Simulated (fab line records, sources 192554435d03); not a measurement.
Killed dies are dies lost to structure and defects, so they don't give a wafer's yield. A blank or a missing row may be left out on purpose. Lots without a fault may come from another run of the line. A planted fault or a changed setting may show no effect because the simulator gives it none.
Chamber matching | flow n5_finfet | N5_BEOL_M3_ETCH_70 on rie_diel-05: 4 sister chambers
The step etches SOC in N2/H2, target depth 80 nm, overetch 16 nm, time 120 s. 8 wafers are shown with their chamber, then 9 later ones without.

WAFERS WITH THEIR CHAMBER
wafer  | chamber | throttle_valve_pct (%) | showerhead_plenum_p_Torr (Torr)
L081.5 | 0       | 17.81                  | 2.61
L078.4 | 2       | 17.82                  | 2.63
L078.6 | 2       | 17.82                  | 2.63
L084.1 | 0       | 17.82                  | 2.60
L084.5 | 3       | 18.27                  | 2.54
L085.2 | 1       | 17.67                  | 2.55
L085.4 | 1       | 17.66                  | 2.55
L085.6 | 3       | 18.28                  | 2.54

WAFERS WITHOUT THEIR CHAMBER
wafer  | throttle_valve_pct (%) | showerhead_plenum_p_Torr (Torr)
L091.1 | 17.67                  | 2.54
L091.3 | 17.84                  | 2.62
L091.4 | 17.42                  | 2.60
L094.1 | 17.69                  | 2.54
L094.2 | 18.27                  | 2.54
L094.5 | 18.27                  | 2.54
L096.1 | 17.68                  | 2.54
L096.5 | 17.42                  | 2.60
L096.6 | 17.70                  | 2.54

WHICH CHAMBER EACH WENT THROUGH
wafer  | from the rows above     | in truth
L091.1 | 1                       | 1
L091.3 | can't be placed: 2 or 0 | 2
L091.4 | 1                       | 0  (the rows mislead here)
L094.1 | 1                       | 1
L094.2 | 3                       | 3
L094.5 | 3                       | 3
L096.1 | 1                       | 1
L096.5 | 1                       | 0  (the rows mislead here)
L096.6 | 1                       | 1
Placed correctly: 6 of 9. Can't be placed from these rows: 1 (the true chamber is among the candidates in 1). Placed wrongly: 2.
How it was worked out, from the rows above alone: a wafer's distance from a chamber is the root of the sum, over the readings, of the square of ((its reading less the chamber's mean) divided by the reading's scatter). The wafer belongs to the nearest chamber; if the next one is less than 2 further off, it can't be placed. A chamber's mean is the mean of its shown wafers. The scatter: the root of (the sum of the squares of (reading less its chamber's mean) over the shown wafers, divided by (wafers less chambers)).
